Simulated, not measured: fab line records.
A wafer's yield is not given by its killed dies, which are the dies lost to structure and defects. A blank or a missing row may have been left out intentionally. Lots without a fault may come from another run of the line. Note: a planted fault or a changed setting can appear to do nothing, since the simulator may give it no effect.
Chamber matching | flow nand_harc | 4 sister chambers for NHARC_A_CHANNEL_FILL_D2_ETCHBACK_20 on rie_diel-04
The step etches the open film in C4F8/O2/Ar, target depth 27 nm, time 13.5 s. 4 wafers are shown with their chamber, then 8 later ones without.

WAFERS PAIRED WITH THEIR CHAMBERS
wafer  | chamber | rf_vpp_V (V)
L084.6 | 0       | 989
L085.5 | 2       | 984
L085.6 | 3       | 987
L086.1 | 1       | 979

WAFERS WHOSE CHAMBER IS MISSING
wafer  | rf_vpp_V (V)
L086.4 | 984
L086.5 | 987
L089.1 | 984
L089.2 | 981
L089.6 | 989
L092.1 | 990
L092.4 | 984
L092.6 | 981

WHICH CHAMBER EACH WENT THROUGH
wafer  | from the rows above     | in truth
L086.4 | 2                       | 2
L086.5 | can't be placed: 3 or 0 | 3
L089.1 | 2                       | 2
L089.2 | can't be placed: 1 or 2 | 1
L089.6 | can't be placed: 0 or 3 | 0
L092.1 | can't be placed: 0 or 3 | 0
L092.4 | 2                       | 2
L092.6 | can't be placed: 1 or 2 | 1
Correctly placed: 3 of 8. These rows do not allow placing 5 (true chamber among the candidates in 5). Number placed wrongly: 0.
How it was worked out, from the rows above alone: a wafer's distance from a chamber is the root of the sum, over the readings, of the square of ((its reading less the chamber's mean) divided by the reading's scatter). If the next closest chamber is less than 2 further off than the closest, the wafer can't be placed; otherwise it belongs to the closest. Each chamber's mean is taken over the wafers shown for it. The scatter (one wafer shown for each chamber): square how far every hidden wafer sits from the nearest shown wafer, average those squares and take the square root.
